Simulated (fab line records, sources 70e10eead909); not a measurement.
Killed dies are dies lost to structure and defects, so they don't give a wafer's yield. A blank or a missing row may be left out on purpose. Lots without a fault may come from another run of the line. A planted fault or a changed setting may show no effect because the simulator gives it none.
Chamber matching | flow nand_harc | NHARC_A_CONTACT_ETCH_91 on rie_diel-13: 4 sister chambers
The step etches the open film in CH3F/O2, target depth 40 nm, time 85.7 s. 4 wafers are shown with their chamber, then 12 later ones without.

WAFERS WITH THEIR CHAMBER
wafer  | chamber | drypump_motor_current_A (A)
L082.5 | 3       | 5.2
L084.3 | 0       | 6.5
L085.2 | 1       | 5.2
L085.5 | 2       | 5.9

WAFERS WITHOUT THEIR CHAMBER
wafer  | drypump_motor_current_A (A)
L089.2 | 5.9
L089.3 | 5.2
L089.4 | 6.5
L093.1 | 5.9
L093.5 | 5.2
L093.6 | 5.9
L092.3 | 5.2
L092.4 | 5.1
L092.5 | 5.2
L095.1 | 5.9
L095.4 | 5.2
L095.5 | 5.1

WHICH CHAMBER EACH WENT THROUGH
wafer  | from the rows above     | in truth
L089.2 | 2                       | 2
L089.3 | can't be placed: 1 or 3 | 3
L089.4 | 0                       | 0
L093.1 | 2                       | 2
L093.5 | can't be placed: 1 or 3 | 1
L093.6 | 2                       | 2
L092.3 | can't be placed: 1 or 3 | 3
L092.4 | can't be placed: 1 or 3 | 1
L092.5 | can't be placed: 1 or 3 | 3
L095.1 | 2                       | 2
L095.4 | can't be placed: 1 or 3 | 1
L095.5 | can't be placed: 1 or 3 | 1
Placed correctly: 5 of 12. Can't be placed from these rows: 7 (the true chamber is among the candidates in 7). Placed wrongly: 0.
How it was worked out, from the rows above alone: a wafer's distance from a chamber is the root of the sum, over the readings, of the square of ((its reading less the chamber's mean) divided by the reading's scatter). The wafer belongs to the nearest chamber; if the next one is less than 2 further off, it can't be placed. A chamber's mean is the mean of its shown wafers. The scatter: with one shown wafer a chamber, the root of the mean of the squares of how far each hidden wafer lies from its nearest shown one.
